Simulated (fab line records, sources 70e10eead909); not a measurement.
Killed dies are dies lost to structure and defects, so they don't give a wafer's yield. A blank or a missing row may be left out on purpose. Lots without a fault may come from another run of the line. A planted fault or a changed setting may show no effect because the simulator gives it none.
Chamber matching | flow nand_harc | NHARC_A_STAIRCASE_DESCUM_168 on rie_diel-01: 4 sister chambers
The step chemistry O2, time 3 s. 8 wafers are shown with their chamber, then 7 later ones without.

WAFERS WITH THEIR CHAMBER
wafer  | chamber | showerhead_plenum_p_Torr (Torr) | drypump_motor_current_A (A)
L079.3 | 2       | 2.05                            | 5.8
L081.6 | 3       | 2.04                            | 5.7
L084.5 | 2       | 2.05                            | 5.9
L086.1 | 0       | 1.91                            | 4.7
L086.2 | 1       | 1.87                            | 6.1
L086.6 | 3       | 2.03                            | 5.7
L090.1 | 0       | 1.90                            | 4.7
L090.3 | 1       | 1.87                            | 6.1

WAFERS WITHOUT THEIR CHAMBER
wafer  | showerhead_plenum_p_Torr (Torr) | drypump_motor_current_A (A)
L090.5 | 1.90                            | 4.7
L097.3 | 2.03                            | 5.8
L097.4 | 1.90                            | 4.7
L097.5 | 2.03                            | 5.9
L096.2 | 2.03                            | 5.8
L096.4 | 1.87                            | 6.1
L096.6 | 1.90                            | 4.7

WHICH CHAMBER EACH WENT THROUGH
wafer  | from the rows above     | in truth
L090.5 | 0                       | 0
L097.3 | can't be placed: 3 or 2 | 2
L097.4 | 0                       | 0
L097.5 | can't be placed: 2 or 3 | 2
L096.2 | can't be placed: 3 or 2 | 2
L096.4 | 1                       | 1
L096.6 | 0                       | 0
Placed correctly: 4 of 7. Can't be placed from these rows: 3 (the true chamber is among the candidates in 3). Placed wrongly: 0.
How it was worked out, from the rows above alone: a wafer's distance from a chamber is the root of the sum, over the readings, of the square of ((its reading less the chamber's mean) divided by the reading's scatter). The wafer belongs to the nearest chamber; if the next one is less than 2 further off, it can't be placed. A chamber's mean is the mean of its shown wafers. The scatter: the root of (the sum of the squares of (reading less its chamber's mean) over the shown wafers, divided by (wafers less chambers)).
